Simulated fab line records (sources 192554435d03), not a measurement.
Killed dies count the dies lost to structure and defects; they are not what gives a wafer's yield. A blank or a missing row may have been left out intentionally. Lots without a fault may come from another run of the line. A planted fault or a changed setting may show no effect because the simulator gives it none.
Split-lot study -- flow n5_finfet -- route with 1938 steps; 7 lots, 21 wafers read

THE SPLIT
At N5_BEOL_M4_DESCUM_33 (chemistry O2, time 7 s), the setting time_s was moved away from the recipe's 7 s on 4 of the 21 wafers read, by +7.2% to +12.5%. The other wafers ran this setting at the recipe's value.

Split to reading: the file shows no intervening step.

THE READING
CAR-EUV_of_BEOL_M4_COAT_22.thk_nm (the simulator's own value, which no gauge read), in nm, at N5_BEOL_M4_ETCH_77 (etches underlayer in N2/H2, target depth 6.5 nm, time 5.2 s). The file does not state a usual value for it. Here, 17 wafers ran the recipe; their average is 20.4 nm with a standard deviation of 0.18 nm.

wafer,"tool, chamber at the split","time_s as run, s",against the recipe,"CAR-EUV_of_BEOL_M4_COAT_22.thk_nm, nm",against lot-mates on the recipe
L074.2,"rie_diel-04, 1",7,recipe,20.4,-
L074.3,"rie_diel-04, 0,3",7.504,+7.2%,20.2,-0.2
L074.4,"rie_diel-04, 0,3",7.504,+7.2%,20,-0.4
L075.3,"rie_diel-04, 0,1,2",7,recipe,20.4,-
L075.4,"rie_diel-04, 0,1,2",7,recipe,20.4,-
L075.5,"rie_diel-04, 0,1,2",7,recipe,20.4,-
L076.2,"rie_diel-04, 2,3,0",7,recipe,20,-
L076.5,"rie_diel-04, 2,3,0",7,recipe,20.2,-
L076.6,"rie_diel-04, 2,3,0",7,recipe,20,-
L087.1,"rie_diel-04, 0,2,1",7,recipe,20.6,-
L087.2,"rie_diel-04, 0,2,1",7,recipe,20.6,-
L087.4,"rie_diel-04, 0,2,1",7,recipe,20.6,-
L093.2,"rie_diel-04, 3,1",7.877,+12.5%,19.8,-0.6
L093.3,"rie_diel-04, 0",7,recipe,20.4,-
L093.4,"rie_diel-04, 3,1",7.877,+12.5%,19.8,-0.6
L094.1,"rie_diel-05, 2,1,1",7,recipe,20.4,-
L094.2,"rie_diel-05, 2,1,1",7,recipe,20.4,-
L094.5,"rie_diel-05, 2,1,1",7,recipe,20.6,-
L095.3,"rie_diel-05, 1,2,0",7,recipe,20.2,-
L095.4,"rie_diel-05, 1,2,0",7,recipe,20.4,-
L095.5,"rie_diel-05, 1,2,0",7,recipe,20.2,-
If several chambers appear in one row, that row covers several wafers at once and the file leaves open which wafer was in which chamber.

THE FIT
A straight line over all 21 wafers: CAR-EUV_of_BEOL_M4_COAT_22.thk_nm changes by -0.0432 nm for each +1% of time_s; r = -0.72; the points scatter about the line by 0.18 nm.
The same after taking each lot's own level away (the mean of its wafers on the recipe; 21 wafers): -0.0465 nm for each +1%; r = -0.94; scatter 0.074 nm.
On that fit, the largest move of time_s shifts the reading by 0.58 nm.
The lots' own levels span 20.07 to 20.60 nm, that is 2.9 times the standard deviation above.
So the lot-to-lot level blurs the effect unless lot-mates are compared.
Check: with one of the wafers moved furthest among these (+12.5%) left out of the fit, the line predicts -0.569 nm for it against its lot-mates. Against them it came out at -0.6 nm.

OTHER SPLITS ON THESE WAFERS
These wafers also went through other splits before the reading. Each is held against what the fit with the lots' levels taken away leaves over:
other split on the same wafers,wafers away from the commonest value,r with CAR-EUV_of_BEOL_M4_COAT_22.thk_nm (lot level and that fit taken away)
N5_BEOL_M4_COAT_76 spin_rpm,7,+0.25

FILE'S OWN FIT
CAR-EUV_of_BEOL_M4_COAT_22.thk_nm changes by -0.0463 nm for each +1% of time_s, r = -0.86.
